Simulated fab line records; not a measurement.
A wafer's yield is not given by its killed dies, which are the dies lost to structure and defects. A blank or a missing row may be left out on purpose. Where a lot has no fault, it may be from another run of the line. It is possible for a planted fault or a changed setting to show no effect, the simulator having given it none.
Which tool is to blame? + flow n5Finfet + 21 wafers from 7 lots sampled at 3 of the route's 1938 steps

## WHAT THE GAUGES READ, wafer by wafer
N5_BEOL_M0_OCD_MEAS_108.
| lot  | measured     | on     | trenchDepthNm (nm) |
|------|--------------|--------|--------------------|
| L194 | day 6 02:22  | ocd-02 | 33.7 32.6 33.4     |
| L196 | day 6 16:20  | ocd-02 | 33.3 33.9 33.9     |
| L200 | day 7 11:58  | ocd-01 | 33.6 33.7 33.1     |
| L203 | day 8 07:01  | ocd-01 | 31.6 32.8 32.4     |
| L205 | day 9 07:19  | ocd-02 | 32.8 32.9 32.4     |
| L209 | day 10 04:54 | ocd-01 | 34.1 32.1 34.3     |
| L216 | day 11 21:40 | ocd-01 | 31.5 33.4 33.3     |

## TOOL THAT RAN EACH LOT (tool first, then ch and the chambers of the sampled wafers, then the start)
| lot  | N5_BEOL_M0_STRIP_104              | N5_BEOL_M0_STRIP_142              |
|------|-----------------------------------|-----------------------------------|
| L194 | rieDiel-03 ch 1,2,3, day 6 02:06  | rieDiel-01 ch 1,2,3, day 6 02:17  |
| L196 | rieDiel-03 ch 0,2,3, day 6 16:04  | rieDiel-01 ch 2,3, day 6 16:15    |
| L200 | rieDiel-06 ch 0,1, day 7 11:22    | rieDiel-06 ch 0,1, day 7 11:53    |
| L203 | rieDiel-03 ch 0,2,3, day 8 06:45  | rieDiel-06 ch 1,2,3, day 8 06:56  |
| L205 | rieDiel-06 ch 0,1,3, day 9 06:46  | rieDiel-03 ch 0,1,2, day 9 07:14  |
| L209 | rieDiel-06 ch 1,2, day 10 04:29   | rieDiel-01 ch 0,3, day 10 04:49   |
| L216 | rieDiel-01 ch 0,2,3, day 11 21:23 | rieDiel-01 ch 0,1,2, day 11 21:35 |
- N5_BEOL_M0_STRIP_104: strips in N2/H2.
- N5_BEOL_M0_STRIP_142: strips in N2/H2, time 10 s.

## THE ANSWER, worked out from the rows above alone
Rule: what is usual is taken from the lots themselves. The widest of any qualifying gaps counts: lots, ordered by their means at a reading, are off when they make up no more than a third of the lots, leave a main group of 4 or more, and stand apart from it by 3 or more times the standard deviation of that group's means. Not used: any main group whose means are identical at the precision the tables above print for the reading. Also off: a lot with no number at a reading for which 4 or more lots have one. Any other lot the step has rows for is counted as sound.
None of the lots is off at any reading shown; this tells nothing.

## WHAT THE SIMULATOR HAD PUT IN
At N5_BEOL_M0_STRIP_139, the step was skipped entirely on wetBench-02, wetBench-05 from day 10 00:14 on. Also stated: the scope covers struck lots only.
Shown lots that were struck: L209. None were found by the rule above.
